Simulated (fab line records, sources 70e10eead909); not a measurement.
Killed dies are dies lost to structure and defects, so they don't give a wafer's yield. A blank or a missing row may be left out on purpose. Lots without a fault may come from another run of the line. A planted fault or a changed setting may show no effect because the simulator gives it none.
Chamber matching | flow nand_harc | NHARC_A_CHANNEL_FILL_D1_ALD_25 on ald_hk-04: 4 sister chambers
The step deposits SiOx, target thk 60 nm, pulse time 10 s, ald cycles 600. 22 wafers are shown with their chamber, then 11 later ones without.

WAFERS WITH THEIR CHAMBER
wafer  | chamber | heater_power_w (W) | precursor_pulse_height_rel
L075.1 | 2       | 478                | 1.020
L075.2 | 3       | 463                | 0.992
L075.3 | 0       | 492                | 1.070
L077.2 | 1       | 416                | 1.046
L077.1 | 0       | 480                | 0.982
L077.6 | 1       | 403                | 0.974
L076.1 | 0       | 489                | 0.987
L076.3 | 2       | 476                | 1.014
L076.5 | 0       | 493                | 1.007
L080.2 | 1       | 407                | 0.979
L080.3 | 3       | 463                | 1.017
L080.4 | 0       | 471                | 0.985
L084.1 | 3       | 466                | 0.955
L084.5 | 2       | 470                | 0.999
L084.6 | 1       | 416                | 0.990
L085.2 | 3       | 462                | 0.976
L085.5 | 2       | 464                | 1.033
L085.6 | 3       | 457                | 1.016
L086.1 | 2       | 473                | 1.016
L086.3 | 3       | 458                | 0.970
L086.5 | 1       | 421                | 1.013
L091.4 | 1       | 420                | 0.994

SIGNATURES (means of the wafers above)
reading                    | chamber 0 | chamber 1 | chamber 2 | chamber 3 | scatter within a chamber
heater_power_w             | 485.00    | 413.83    | 472.20    | 461.50    | 6.63
precursor_pulse_height_rel | 1.00620   | 0.99933   | 1.01640   | 0.98767   | 0.0267
Rule: a wafer's distance from a chamber is the root of the sum, over the readings, of the square of ((its reading less the chamber's mean) divided by the reading's scatter). The wafer belongs to the nearest chamber; if the next one is less than 2 further off, it can't be placed. The scatter: the root of (the sum of the squares of (reading less its chamber's mean) over the shown wafers, divided by (wafers less chambers)).

WAFERS WITHOUT THEIR CHAMBER
wafer  | heater_power_w (W) | precursor_pulse_height_rel
L091.5 | 482                | 0.971
L091.6 | 405                | 0.979
L093.1 | 468                | 1.004
L093.3 | 492                | 0.987
L093.4 | 491                | 0.994
L096.1 | 405                | 1.025
L096.2 | 477                | 1.000
L096.3 | 457                | 1.018
L097.1 | 492                | 1.030
L097.3 | 421                | 0.975
L097.4 | 472                | 0.999

WHICH CHAMBER EACH WENT THROUGH
wafer  | from the rows above          | in truth
L091.5 | can't be placed: 0 or 2 or 3 | 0
L091.6 | 1                            | 1
L093.1 | can't be placed: 2 or 3 or 0 | 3
L093.3 | can't be placed: 0 or 2      | 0
L093.4 | can't be placed: 0 or 2      | 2
L096.1 | 1                            | 1
L096.2 | can't be placed: 2 or 0 or 3 | 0
L096.3 | can't be placed: 3 or 2      | 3
L097.1 | can't be placed: 0 or 2      | 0
L097.3 | 1                            | 1
L097.4 | can't be placed: 2 or 3 or 0 | 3
Placed correctly: 3 of 11. Can't be placed from these rows: 8 (the true chamber is among the candidates in 8). Placed wrongly: 0.
